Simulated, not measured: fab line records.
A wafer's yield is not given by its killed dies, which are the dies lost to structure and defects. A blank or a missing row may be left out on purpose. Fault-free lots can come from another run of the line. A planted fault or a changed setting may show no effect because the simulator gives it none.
A lot that was struck, set against a sound lot + flow n5Finfet + 38 out of 1938 route steps
Sound: wafers L444.1, L444.2, L444.6. Struck: wafers L439.3, L439.5. (L439.6 of the same lot was not struck and is left out.) The cause comes at the end.
Order at every step that has rows: each side's tool, ch and its chambers, its first start. Under that, the readings that differ: sound wafers + struck wafers + difference of the means + sigmas: that difference in standard deviations of wafers without a fault.
alike: readings with means less than 2 such deviations apart, plus words and numbers identical on both sides. not compared: withheld readings, readings lacking a value on some wafer, bounds such as >300 that could conceal the same value, and numbers that have no deviation in the record and whose values overlap.
The two part at a step that has a row with sigmas, a row that says differs or no value, or rows on one side only. When numbers do not overlap yet have no deviation, they are printed without sigmas and do not part them. A reading that every wafer of one side lacks parts them only if that side has two wafers or more.

first, 9 steps without rows for these wafers: N5_BEOL_M4_ANNEAL_95 (time 240 s); N5_BEOL_M4_SPUTTER_96 (material Cu, target thk 4.5 nm, time 8.29 s); N5_BEOL_M4_ECD_50 (material Cu, target thk 300 nm); N5_BEOL_M4_ANNEAL_51 (time 90 s); N5_BEOL_M4_CMP_52 (polishes, stops on SiOC, t overpolish 6.8 s, target thk 40 nm); N5_BEOL_M4_PRE_CLEAN_60 (time 15 s); N5_BEOL_M4_CO_CAP_55 (material Co, precursor CCTBA/H2, target thk 2 nm, time 102.1 s); N5_BEOL_M4_PRE_CLEAN_56 (time 15 s); N5_BEOL_M4_DEP_57 (deposits SiCN from 3MS/NH3, target thk 8 nm, time 14 s).
N5_BEOL_M4_RC_MEAS_101:
  sound on prober-02 ch 0, day 11 23:47; struck on prober-02 ch 0, day 11 02:20
  alike: DIBL_N, DIBL_P, IOFF_N, IOFF_P, ION_N, ION_P, SS_N, SS_P, VT_N, VT_P
then, 24 steps without rows for these wafers: N5_BEOL_M5_ILD_DEP_00 (deposits SiCOH lowk from DEMS/porogen, target thk 140.64 nm, time 25.9 s); N5_BEOL_M5_CURE_79 (cures SiCOH lowk, time 240 s); N5_BEOL_M5_PECVD_70 (deposits SiO2 from TEOS/O2, target thk 16 nm, time 18 s); N5_BEOL_M5_HM_DEP_02 (deposits TiN, target thk 20 nm); N5_BEOL_M5_COAT_59 (time 60 s, resist thk 60 nm); N5_BEOL_M5_COAT_60 (time 60 s, resist thk 12 nm); N5_BEOL_M5_COAT_71 (time 60 s, resist thk 5 nm); N5_BEOL_M5_COAT_05 (resist thk 30 nm); N5_BEOL_M5_EBR_07; N5_BEOL_M5_SOFTBAKE_06 (time 60 s); N5_BEOL_M5_EXPOSE_08 (exposes mask M5, target cd 28 nm); N5_BEOL_M5_PEB_09 (peb time 60 s); N5_BEOL_M5_DEVELOP_10 (develop time 30 s); N5_BEOL_M5_DESCUM_16 (chemistry O2, time 7 s); N5_BEOL_M5_ETCH_72 (etches underlayer in N2/H2, target depth 6.5 nm, time 5.2 s); N5_BEOL_M5_ETCH_61 (etches SiARC in CF4, target depth 15.6 nm, time 26 s); N5_BEOL_M5_ETCH_62 (etches SOC in N2/H2, target depth 75 nm, overetch 15 nm, time 112.5 s); N5_BEOL_M5_STRIP_63 (strips in N2/H2); N5_BEOL_M5_STRIP_73 (strips in N2/H2); N5_BEOL_M5_STRIP_64 (strips in CF4); N5_BEOL_M5_HM_OPEN_17 (chemistry Cl2/BCl3, target TiN, target depth 20 nm, overetch 6 nm); N5_BEOL_M5_STRIP_19 (strips in O2); N5_BEOL_M5_COAT_65 (time 60 s, resist thk 60 nm); N5_BEOL_M5_COAT_66 (time 60 s, resist thk 12 nm).
N5_BEOL_M6_CMP_52: polishes, stops on SiCOH lowk, t overpolish 6.9 s, target thk 80 nm.
  sound on cmp-01 ch 0,1, day 12 20:31; struck on cmp-02 ch 2,3, day 11 21:31
| reading                   | sound             | struck      | difference | sigmas      |
|---------------------------|-------------------|-------------|------------|-------------|
| barrierFieldEndpointS (s) | 27.7 27.9 29.0    | 46.8 46.9   | +18.6      | +23         |
| overpolishRunS (s)        | 6.900 6.900 6.900 | 0.036 0.039 | -6.863     | -99 or more |
| timeToEndpointS (s)       | 61 62 63          | 82 82       | +20        | +5          |
  alike: motorCurrentA
  not compared: padLifeWafers
N5_BEOL_M6_THK_MEAS_53: measures by xrf.
  sound on filmMetro-02, day 12 20:48; struck on filmMetro-02, day 11 21:47
| reading     | sound          | struck      | difference | sigmas |
|-------------|----------------|-------------|------------|--------|
| M6_THK (nm) | 82.3 76.3 76.8 | 176.6 185.5 | +102.6     | +45    |
N5_BEOL_M6_INSPECT_58: inspects for defects (darkfield).
  sound on defectInspect-01, day 12 20:58; struck on defectInspect-02, day 11 21:56
| reading        | sound      | struck    | difference | sigmas |
|----------------|------------|-----------|------------|--------|
| rawDefectCount | 143 95 138 | 1357 1421 | +1264      | +49    |
-- a jump in the record: the struck wafers' starts before and after are 3 days apart (it breaks off in module BEOL_M6 and resumes in module PASSIVATION, where the first step shown is number 1936 of the route) --
N5_PASSIVATION_PROBE_49:
  only the struck wafers here have rows in the record (prober-01, day 15 01:36); the sound ones have none

## WHERE THEY PART
At N5_BEOL_M6_CMP_52 first; at N5_PASSIVATION_PROBE_49 last (within this record only).

WHY: what had been put in by the simulator
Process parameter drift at N5_BEOL_M6_CMP_52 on cmp-02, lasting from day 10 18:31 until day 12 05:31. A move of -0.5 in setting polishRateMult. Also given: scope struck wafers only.
